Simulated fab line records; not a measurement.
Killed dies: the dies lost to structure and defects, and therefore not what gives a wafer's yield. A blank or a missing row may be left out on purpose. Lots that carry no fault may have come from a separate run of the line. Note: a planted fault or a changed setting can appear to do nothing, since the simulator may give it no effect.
A struck lot beside a sound one	flow n5-finfet	25 out of 1938 route steps
Sound: these wafers, L482.1, L482.4, L482.6. Wafers struck: L476.2, L476.3, L476.4. At the end, the cause is stated.
For every step that has rows: the tool of each side, followed by ch and its chambers, followed by its first start. Under that, the readings that differ: sound wafers	struck wafers	difference of the means	sigmas: that difference in standard deviations of wafers without a fault.
alike: a reading whose means differ by less than 2 such deviations, as well as words and numbers matching on both sides. not compared: withheld readings; readings where some wafer has no value; bounds like >300 that might hide an equal value; numbers whose values overlap and for which the record gives no deviation.
Wherever a step has rows on one side only, a row that says differs or no value, or a row with sigmas, the two part there. Non-overlapping numbers with no deviation appear without sigmas and do not part them. A reading that every wafer of one side lacks parts them only if that side has two wafers or more.

first, 11 steps without rows for these wafers: N5_MOL_CONTACT_COAG_ETCHBACK_135 (etches SiO2 in CHF3, target depth 25 nm, time 16.7 s); N5_MOL_CONTACT_COAG_STRIP_118 (strips in CHF3); N5_MOL_CONTACT_COAG_VIA_ETCH_46 (etches SiO2 in C4F6/O2, target depth 46 nm, overetch 9.2 nm, time 40 s); N5_MOL_CONTACT_COAG_STRIP_96 (strips in N2/H2); N5_MOL_CONTACT_COAG_ETCH_47 (etches SiNx in CH3F/O2, stops on W, target depth 27 nm); N5_MOL_CONTACT_COAG_STRIP_119 (strips in N2/H2, time 30 s); N5_MOL_CONTACT_COAG_PRECLEAN_144 (cleans in alkaline clean, time 60 s); N5_MOL_CONTACT_COAG_SRD_145 (time 30 s); N5_MOL_CONTACT_COAG_COAT_62 (time 60 s, resist thk 60 nm); N5_MOL_CONTACT_COAG_COAT_63 (time 60 s, resist thk 10 nm); N5_MOL_CONTACT_COAG_COAT_64 (time 60 s, resist thk 10 nm).
N5_MOL_CONTACT_COAG_COAT_34: resist thk 40 nm.
  sound on litho-track-05 ch 0, day 10 11:07; struck on litho-track-03 ch 0, day 9 01:07
reading	sound	struck	difference	sigmas
spin-speed-rpm (rpm)	1501.1 1500.9 1501.1	1633.6 1634.1 1634.4	+133.0	+99 or more
model.CAR-EUV_of_MOL_CONTACT_COAG_COAT_34.thk-nm (nm)	40.2 40.2 40.2	38.4 38.4 38.4	-1.8	
then, 9 steps without rows for these wafers: N5_MOL_CONTACT_COAG_EBR_36; N5_MOL_CONTACT_COAG_SOFTBAKE_35 (time 60 s); N5_MOL_CONTACT_COAG_EXPOSE_37 (exposes mask VD, defocus 0 nm); N5_MOL_CONTACT_COAG_PEB_38 (peb time 60 s); N5_MOL_CONTACT_COAG_DEVELOP_39 (develop time 30 s); N5_MOL_CONTACT_COAG_DESCUM_45 (chemistry O2, time 7 s); N5_MOL_CONTACT_COAG_ETCH_65 (etches underlayer in N2/H2, target depth 13 nm, time 10.4 s); N5_MOL_CONTACT_COAG_ETCH_66 (etches SiARC in CF4, target depth 13 nm, time 21.7 s); N5_MOL_CONTACT_COAG_ALD_133 (deposits SiO2, target thk 5 nm, pulse time 1 s, co reactant pulse time 1 s).
N5_MOL_CONTACT_COAG_ETCHBACK_134: etches SiO2 in CHF3, target depth 10 nm, time 6.7 s.
  sound on rie-diel-02 ch 0,1, day 10 12:00; struck on rie-diel-05 ch 0,2,3, day 9 01:58
reading	sound	struck	difference	sigmas
drypump-motor-current-A (A)	6.5 6.3 6.5	5.5 4.9 5.5	-1.1	-2
model.CAR-EUV_of_MOL_CONTACT_COAG_COAT_34.thk-nm (nm)	15.4 15.4 15.4	13.8 13.6 13.8	-1.7	
  alike: mfc-ar-sccm, oes_f_703_au, oes-product-au, rf-vpp-V, showerhead-plenum-p-Torr, throttle-valve-pct
  not compared: rf-hours-counter-h
then, 1 step without rows for these wafers: N5_MOL_CONTACT_COAG_ETCH_67 (etches SOC in N2/H2, target depth 60 nm, overetch 21 nm, time 101.2 s).
-- here the record skips 3 days between the struck wafers' starts before and after, leaving off in module MOL_CONTACT_COAG and picking up in module BEOL_M4 (first step shown: number 1111 of the route) --
N5_BEOL_M4_RC_MEAS_101:
  sound on prober-02 ch 0, day 13 00:50; struck on prober-01 ch 0, day 11 17:29
reading	sound	struck	difference	sigmas
IOFF_N (nA/um)	0.185 0.225 0.237	0.172 0.135 0.137	-0.068	-2
IOFF_P (nA/um)	0.22 0.28 0.28	0.21 0.18 0.18	-0.07	-2
  alike: DIBL_N, DIBL_P, ION_N, ION_P, SS_N, SS_P, VT_N, VT_P
-- the record jumps here: 4 days lie between the struck wafers' starts before and after (it left off in module BEOL_M4 and takes up again in module PASSIVATION, whose first step shown is number 1936 of the route) --
N5_PASSIVATION_PROBE_49:
  the record has rows for the struck wafers here (prober-02, day 15 20:02) and none for the sound ones

WHERE THEY PART
Last at N5_PASSIVATION_PROBE_49 as far as this record goes, first at N5_MOL_CONTACT_COAG_COAT_34.

WHY: the cause the simulator had injected
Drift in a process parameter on litho-track-03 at N5_MOL_CONTACT_COAG_COAT_34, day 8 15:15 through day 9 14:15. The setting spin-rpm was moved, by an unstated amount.
